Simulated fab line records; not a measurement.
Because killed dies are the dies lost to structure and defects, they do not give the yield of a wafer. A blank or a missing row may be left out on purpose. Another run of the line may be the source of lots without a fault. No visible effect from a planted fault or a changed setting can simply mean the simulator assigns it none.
Chamber matching ; flow nand-harc ; NHARC_A_STAIRCASE_DESCUM_168 on rie-diel-06: 4 sister chambers
The step chemistry O2, time 3 s. 4 wafers are shown with their chamber, then 9 later ones without.

== WAFERS PAIRED WITH THEIR CHAMBERS ==
wafer;chamber;showerhead-plenum-p-Torr (Torr)
L086.2;1;1.78
L085.4;0;1.94
L087.5;3;2.05
L087.6;2;2.01

== WAFERS WITHOUT THEIR CHAMBER ==
wafer;showerhead-plenum-p-Torr (Torr)
L094.1;1.78
L094.5;1.93
L094.6;2.04
L095.1;1.93
L095.4;2.01
L095.5;1.78
L096.2;2.00
L096.4;2.04
L096.6;1.93

== WHICH CHAMBER EACH ONE RAN IN ==
wafer;from the rows above;in truth
L094.1;1;1
L094.5;0;0
L094.6;3;3
L095.1;0;0
L095.4;2;2
L095.5;1;1
L096.2;2;2
L096.4;3;3
L096.6;0;0
9 of 9 placed correctly. From these rows, 0 cannot be placed. Placed wrongly: 0.
How it was worked out, from the rows above alone: a wafer's distance from a chamber is the root of the sum, over the readings, of the square of ((its reading less the chamber's mean) divided by the reading's scatter). If the next closest chamber is less than 2 further off than the closest, the wafer can't be placed; otherwise it belongs to the closest. Each chamber's mean is taken over the wafers shown for it. The scatter: with one shown wafer a chamber, the root of the mean of the squares of how far each hidden wafer lies from its nearest shown one.
